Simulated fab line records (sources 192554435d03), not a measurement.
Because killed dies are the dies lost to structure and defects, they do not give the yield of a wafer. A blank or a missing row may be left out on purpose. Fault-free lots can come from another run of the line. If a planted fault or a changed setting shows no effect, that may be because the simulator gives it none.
Which tool was responsible? :: flow n5Finfet :: 10 lots with 28 wafers sampled at 5 steps, on a route of 1938 steps

WHAT THE GAUGES SHOWED, per wafer
N5_BEOL_M4_RS_MEAS_58: the measuring method here is four-point-probe. Usual: M4_RS gives 0.67 ohm/sq (standard deviation 0.037).
lot: L454
measured: day 7 19:58
on: filmMetro-01
M4_RS (ohm/sq): 0.64 0.59 0.71
flag: 

lot: L455
measured: day 7 22:29
on: filmMetro-01
M4_RS (ohm/sq): 0.64 0.70 0.65
flag: 

lot: L456
measured: day 9 08:43
on: filmMetro-01
M4_RS (ohm/sq): 0.69 0.69 0.67
flag: 

lot: L458
measured: day 9 14:42
on: filmMetro-01
M4_RS (ohm/sq): 0.70 0.72 0.68
flag: 

lot: L465
measured: day 11 11:08
on: filmMetro-02
M4_RS (ohm/sq): 0.67 0.67
flag: 

lot: L466
measured: day 11 09:19
on: filmMetro-01
M4_RS (ohm/sq): 0.71 0.60
flag: 

lot: L473
measured: day 13 04:59
on: filmMetro-02
M4_RS (ohm/sq): 0.66 0.64 0.66
flag: 

lot: L474
measured: day 13 10:39
on: filmMetro-02
M4_RS (ohm/sq): 0.61 0.62 0.64
flag: 

lot: L476
measured: day 14 07:00
on: filmMetro-01
M4_RS (ohm/sq): 0.69 0.71 0.68
flag: 

lot: L477
measured: day 14 07:23
on: filmMetro-01
M4_RS (ohm/sq): 0.69 0.74 0.75
flag: 

N5_BEOL_M4_RC_MEAS_101. Usual: CJ_N 4.31, standard deviation 0.12; DIBL_N 36.4 mV/V, standard deviation 2.7; DIBL_P 36 mV/V, standard deviation 3.2; IOFF_N 0.16 nA/um, standard deviation 0.046; IOFF_P 0.21 nA/um, standard deviation 0.055; ION_N 677 uA/um, standard deviation 15; ION_P 464 uA/um, standard deviation 11; RS_PWELL 3011 ohm/sq, standard deviation 26; SS_N 71.5 mV/dec, standard deviation 0.79; SS_P 73.3 mV/dec, standard deviation 0.93; VT_N 250 mV, standard deviation 4.1; VT_P -251 mV, standard deviation 4.4.
lot: L454
measured: day 7 20:13
on: prober-01
CJ_N: 4.35 4.32 4.14
DIBL_N (mV/V): 34.9 36.4 39.0
DIBL_P (mV/V): 35 37 41
IOFF_N (nA/um): 0.14 0.18 0.23
IOFF_P (nA/um): 0.22 0.26 0.35
ION_N (uA/um): 670 683 690
ION_P (uA/um): 466 472 470
RS_PWELL (ohm/sq): 3011 3021 3041
SS_N (mV/dec): 72.1 72.4 72.5
SS_P (mV/dec): 73.6 73.2 75.1
VT_N (mV): 251 247 247
VT_P (mV): -247 -245 -240
flag: 

lot: L455
measured: day 7 22:32
on: prober-02
CJ_N: 4.30 4.22 4.33
DIBL_N (mV/V): 37.0 43.5 39.5
DIBL_P (mV/V): 35 44 38
IOFF_N (nA/um): 0.16 0.32 0.22
IOFF_P (nA/um): 0.21 0.42 0.29
ION_N (uA/um): 680 733 692
ION_P (uA/um): 467 500 479
RS_PWELL (ohm/sq): 2971 2983 2975
SS_N (mV/dec): 71.0 72.7 71.5
SS_P (mV/dec): 73.8 76.2 73.5
VT_N (mV): 249 242 244
VT_P (mV): -249 -240 -245
flag: 

lot: L456
measured: day 9 09:14
on: prober-02
CJ_N: 4.12 4.32 4.16
DIBL_N (mV/V): 36.1 37.3 37.3
DIBL_P (mV/V): 36 37 38
IOFF_N (nA/um): 0.15 0.18 0.18
IOFF_P (nA/um): 0.20 0.23 0.24
ION_N (uA/um): 674 681 689
ION_P (uA/um): 469 471 474
RS_PWELL (ohm/sq): 3016 3031 3064
SS_N (mV/dec): 70.7 71.8 71.7
SS_P (mV/dec): 72.6 74.1 73.8
VT_N (mV): 250 247 246
VT_P (mV): -248 -250 -248
flag: 

lot: L458
measured: day 9 14:45
on: prober-02
CJ_N: 4.39 4.37 4.45
DIBL_N (mV/V): 31.4 36.5 35.3
DIBL_P (mV/V): 29 36 34
IOFF_N (nA/um): 0.09 0.17 0.14
IOFF_P (nA/um): 0.13 0.21 0.18
ION_N (uA/um): 648 691 677
ION_P (uA/um): 452 470 463
RS_PWELL (ohm/sq): 3063 3019 3006
SS_N (mV/dec): 69.9 71.7 71.3
SS_P (mV/dec): 71.0 72.6 72.5
VT_N (mV): 256 246 252
VT_P (mV): -257 -249 -253
flag: 

lot: L465
measured: day 11 11:20
on: prober-01
CJ_N: 4.30 3.40
DIBL_N (mV/V): 36.4 36.2
DIBL_P (mV/V): 37 37
IOFF_N (nA/um): 0.17 0.19
IOFF_P (nA/um): 0.26 0.27
ION_N (uA/um): 683 699
ION_P (uA/um): 470 485
RS_PWELL (ohm/sq): 3017 2891
SS_N (mV/dec): 71.5 71.3
SS_P (mV/dec): 73.6 72.9
VT_N (mV): 248 245
VT_P (mV): -245 -248
flag: OFF

lot: L466
measured: day 11 09:59
on: prober-02
CJ_N: 4.36 3.25
DIBL_N (mV/V): 32.4 33.1
DIBL_P (mV/V): 32 33
IOFF_N (nA/um): 0.12 0.14
IOFF_P (nA/um): 0.16 0.18
ION_N (uA/um): 666 672
ION_P (uA/um): 455 461
RS_PWELL (ohm/sq): 2978 2874
SS_N (mV/dec): 71.2 70.7
SS_P (mV/dec): 72.9 72.9
VT_N (mV): 253 248
VT_P (mV): -255 -253
flag: OFF

lot: L473
measured: day 13 05:12
on: prober-02
CJ_N: 4.25 4.48 4.35
DIBL_N (mV/V): 36.9 37.6 37.0
DIBL_P (mV/V): 38 37 36
IOFF_N (nA/um): 0.17 0.17 0.17
IOFF_P (nA/um): 0.24 0.24 0.22
ION_N (uA/um): 689 675 676
ION_P (uA/um): 475 466 454
RS_PWELL (ohm/sq): 3009 3005 3022
SS_N (mV/dec): 71.3 72.1 71.6
SS_P (mV/dec): 74.3 74.6 74.0
VT_N (mV): 247 249 248
VT_P (mV): -247 -248 -247
flag: 

lot: L474
measured: day 13 10:51
on: prober-01
CJ_N: 4.27 4.14 4.28
DIBL_N (mV/V): 36.5 32.8 35.4
DIBL_P (mV/V): 35 31 34
IOFF_N (nA/um): 0.14 0.10 0.13
IOFF_P (nA/um): 0.19 0.14 0.17
ION_N (uA/um): 663 659 670
ION_P (uA/um): 462 453 461
RS_PWELL (ohm/sq): 3034 3041 3038
SS_N (mV/dec): 70.9 70.5 71.1
SS_P (mV/dec): 72.6 72.4 72.0
VT_N (mV): 250 256 252
VT_P (mV): -251 -256 -255
flag: 

lot: L476
measured: day 14 07:22
on: prober-02
CJ_N: 4.45 4.36 4.55
DIBL_N (mV/V): 40.0 36.7 41.0
DIBL_P (mV/V): 38 34 40
IOFF_N (nA/um): 0.21 0.14 0.23
IOFF_P (nA/um): 0.22 0.16 0.25
ION_N (uA/um): 677 659 689
ION_P (uA/um): 457 448 467
RS_PWELL (ohm/sq): 3017 3003 3005
SS_N (mV/dec): 72.4 71.2 72.3
SS_P (mV/dec): 73.5 72.5 74.2
VT_N (mV): 249 253 247
VT_P (mV): -253 -257 -252
flag: 

lot: L477
measured: day 14 07:26
on: prober-01
CJ_N: 4.08 4.36 4.35
DIBL_N (mV/V): 28.6 32.5 32.1
DIBL_P (mV/V): 29 32 33
IOFF_N (nA/um): 0.06 0.11 0.11
IOFF_P (nA/um): 0.09 0.12 0.13
ION_N (uA/um): 633 658 677
ION_P (uA/um): 435 440 462
RS_PWELL (ohm/sq): 3003 3004 3006
SS_N (mV/dec): 70.3 71.0 70.6
SS_P (mV/dec): 70.7 71.9 71.7
VT_N (mV): 264 256 253
VT_P (mV): -265 -259 -259
flag: 

TOOL THAT RAN EACH LOT (tool first, then ch and the chambers of the sampled wafers, then the start)
lot: L454
N5_WELL_APT_EPI_41: epiRpcvd-02 ch 0, day 1 16:11
N5_BEOL_M4_PRE_CLEAN_60: cvdCo-01 ch 0,1, day 7 19:45
N5_BEOL_M4_DEP_57: pecvd-03 ch 0,2, day 7 19:55

lot: L455
N5_WELL_APT_EPI_41: epiRpcvd-04 ch 0, day 1 22:17
N5_BEOL_M4_PRE_CLEAN_60: cvdCo-02 ch 1,2, day 7 22:16
N5_BEOL_M4_DEP_57: pecvd-01 ch 0,1, day 7 22:25

lot: L456
N5_WELL_APT_EPI_41: epiRpcvd-01 ch 0, day 2 04:29
N5_BEOL_M4_PRE_CLEAN_60: cvdCo-02 ch 0,1,2, day 9 08:31
N5_BEOL_M4_DEP_57: pecvd-03 ch 0,1,2, day 9 08:40

lot: L458
N5_WELL_APT_EPI_41: epiRpcvd-04 ch 0, day 2 16:13
N5_BEOL_M4_PRE_CLEAN_60: cvdCo-01 ch 0,1,2, day 9 14:28
N5_BEOL_M4_DEP_57: pecvd-04 ch 0,1,2, day 9 14:38

lot: L465
N5_WELL_APT_EPI_41: epiRpcvd-02 ch 0, day 4 10:07
N5_BEOL_M4_PRE_CLEAN_60: cvdCo-02 ch 0,2, day 11 10:55
N5_BEOL_M4_DEP_57: pecvd-04 ch 0,2, day 11 11:04

lot: L466
N5_WELL_APT_EPI_41: epiRpcvd-02 ch 0, day 4 16:17
N5_BEOL_M4_PRE_CLEAN_60: cvdCo-01 ch 1,2, day 11 09:07
N5_BEOL_M4_DEP_57: pecvd-01 ch 0,1, day 11 09:16

lot: L473
N5_WELL_APT_EPI_41: epiRpcvd-01 ch 0, day 6 11:05
N5_BEOL_M4_PRE_CLEAN_60: cvdCo-02 ch 0,1, day 13 04:46
N5_BEOL_M4_DEP_57: pecvd-04 ch 0,2, day 13 04:56

lot: L474
N5_WELL_APT_EPI_41: epiRpcvd-01 ch 0, day 6 17:14
N5_BEOL_M4_PRE_CLEAN_60: cvdCo-02 ch 1,2, day 13 10:23
N5_BEOL_M4_DEP_57: pecvd-01 ch 0,2, day 13 10:34

lot: L476
N5_WELL_APT_EPI_41: epiRpcvd-02 ch 0, day 7 05:41
N5_BEOL_M4_PRE_CLEAN_60: cvdCo-02 ch 1,2, day 14 06:44
N5_BEOL_M4_DEP_57: pecvd-01 ch 0,2, day 14 06:56

lot: L477
N5_WELL_APT_EPI_41: epiRpcvd-04 ch 0, day 7 10:27
N5_BEOL_M4_PRE_CLEAN_60: cvdCo-02 ch 1,2, day 14 07:07
N5_BEOL_M4_DEP_57: pecvd-04 ch 0,1, day 14 07:19
- N5_WELL_APT_EPI_41: deposits Si from SiH4/H2, target thk 50 nm, time 297.7 s.
- N5_BEOL_M4_PRE_CLEAN_60: time 15 s.
- N5_BEOL_M4_DEP_57: deposits SiCN from 3MS/NH3, target thk 8 nm, time 14 s.

WHAT THE TOOLS THEMSELVES READ (means of the sampled wafers that have a number; where no wafer has one, the mark that the record gives instead)
N5_WELL_APT_EPI_41. Usual: susceptorTempC 650.07 C, standard deviation 0.28; throttleValvePct 11.4 %, standard deviation 0.4.
lot: L454
tool: epiRpcvd-02
susceptorTempC (C): 649.95
throttleValvePct (%): 11.0
flag: 

lot: L455
tool: epiRpcvd-04
susceptorTempC (C): 649.71
throttleValvePct (%): 11.1
flag: 

lot: L456
tool: epiRpcvd-01
susceptorTempC (C): 650.29
throttleValvePct (%): 12.0
flag: 

lot: L458
tool: epiRpcvd-04
susceptorTempC (C): 650.06
throttleValvePct (%): 11.2
flag: 

lot: L465
tool: epiRpcvd-02
susceptorTempC (C): 649.69
throttleValvePct (%): 11.1
flag: 

lot: L466
tool: epiRpcvd-02
susceptorTempC (C): 649.92
throttleValvePct (%): 11.1
flag: 

lot: L473
tool: epiRpcvd-01
susceptorTempC (C): 650.06
throttleValvePct (%): 12.0
flag: 

lot: L474
tool: epiRpcvd-01
susceptorTempC (C): 649.65
throttleValvePct (%): 12.0
flag: 

lot: L476
tool: epiRpcvd-02
susceptorTempC (C): 650.03
throttleValvePct (%): 11.1
flag: 

lot: L477
tool: epiRpcvd-04
susceptorTempC (C): 650.17
throttleValvePct (%): 11.2
flag: 

N5_BEOL_M4_PRE_CLEAN_60. Usual: heaterPowerW reads 73 W (standard deviation 31).
lot: L454
tool: cvdCo-01
heaterPowerW (W): 103
flag: 

lot: L455
tool: cvdCo-02
heaterPowerW (W): 79
flag: 

lot: L456
tool: cvdCo-02
heaterPowerW (W): 72
flag: 

lot: L458
tool: cvdCo-01
heaterPowerW (W): 79
flag: 

lot: L465
tool: cvdCo-02
heaterPowerW (W): 94
flag: 

lot: L466
tool: cvdCo-01
heaterPowerW (W): 60
flag: 

lot: L473
tool: cvdCo-02
heaterPowerW (W): 47
flag: 

lot: L474
tool: cvdCo-02
heaterPowerW (W): 54
flag: 

lot: L476
tool: cvdCo-02
heaterPowerW (W): 79
flag: 

lot: L477
tool: cvdCo-02
heaterPowerW (W): 54
flag: 

N5_BEOL_M4_DEP_57. Usual: showerheadPlenumPTorr 3.666 Torr, standard deviation 0.013; throttleValvePct 9.0 %, standard deviation 0.43.
lot: L454
tool: pecvd-03
showerheadPlenumPTorr (Torr): 3.667
throttleValvePct (%): 8.7
flag: 

lot: L455
tool: pecvd-01
showerheadPlenumPTorr (Torr): 3.659
throttleValvePct (%): 9.0
flag: 

lot: L456
tool: pecvd-03
showerheadPlenumPTorr (Torr): 3.659
throttleValvePct (%): 9.0
flag: 

lot: L458
tool: pecvd-04
showerheadPlenumPTorr (Torr): 3.674
throttleValvePct (%): 9.2
flag: 

lot: L465
tool: pecvd-04
showerheadPlenumPTorr (Torr): 3.673
throttleValvePct (%): 8.9
flag: 

lot: L466
tool: pecvd-01
showerheadPlenumPTorr (Torr): 3.661
throttleValvePct (%): 9.1
flag: 

lot: L473
tool: pecvd-04
showerheadPlenumPTorr (Torr): 3.670
throttleValvePct (%): 8.9
flag: 

lot: L474
tool: pecvd-01
showerheadPlenumPTorr (Torr): 3.666
throttleValvePct (%): 8.8
flag: 

lot: L476
tool: pecvd-01
showerheadPlenumPTorr (Torr): 3.673
throttleValvePct (%): 8.9
flag: 

lot: L477
tool: pecvd-04
showerheadPlenumPTorr (Torr): 3.668
throttleValvePct (%): 9.6
flag: 

THE ANSWER, worked out from the rows above alone
Rule: lot off if the mean of its wafers having a number is beyond 3 standard deviations from the usual mean. Also off: a lot with no number at a reading for which 4 or more lots have one. Any other lot the step has rows for is counted as sound. After the gauges, taken in route order, come the tools' own readings; for these a lot's mean is taken, as printed above. The first step at which some lot is off is used, and at that step the reading that is off furthest; a lot without a number counts as furthest.
Off: L465, L466, at N5_BEOL_M4_RC_MEAS_101 (CJ_N).
If a tool, at a process step before that reading, ran all the lots that are off and no sound lot after the first of them, it fits. Those tools and the gauges at N5_BEOL_M4_RC_MEAS_101 are tried in the same way. No candidate that was tried fits.

WHAT THE SIMULATOR HAD PUT IN
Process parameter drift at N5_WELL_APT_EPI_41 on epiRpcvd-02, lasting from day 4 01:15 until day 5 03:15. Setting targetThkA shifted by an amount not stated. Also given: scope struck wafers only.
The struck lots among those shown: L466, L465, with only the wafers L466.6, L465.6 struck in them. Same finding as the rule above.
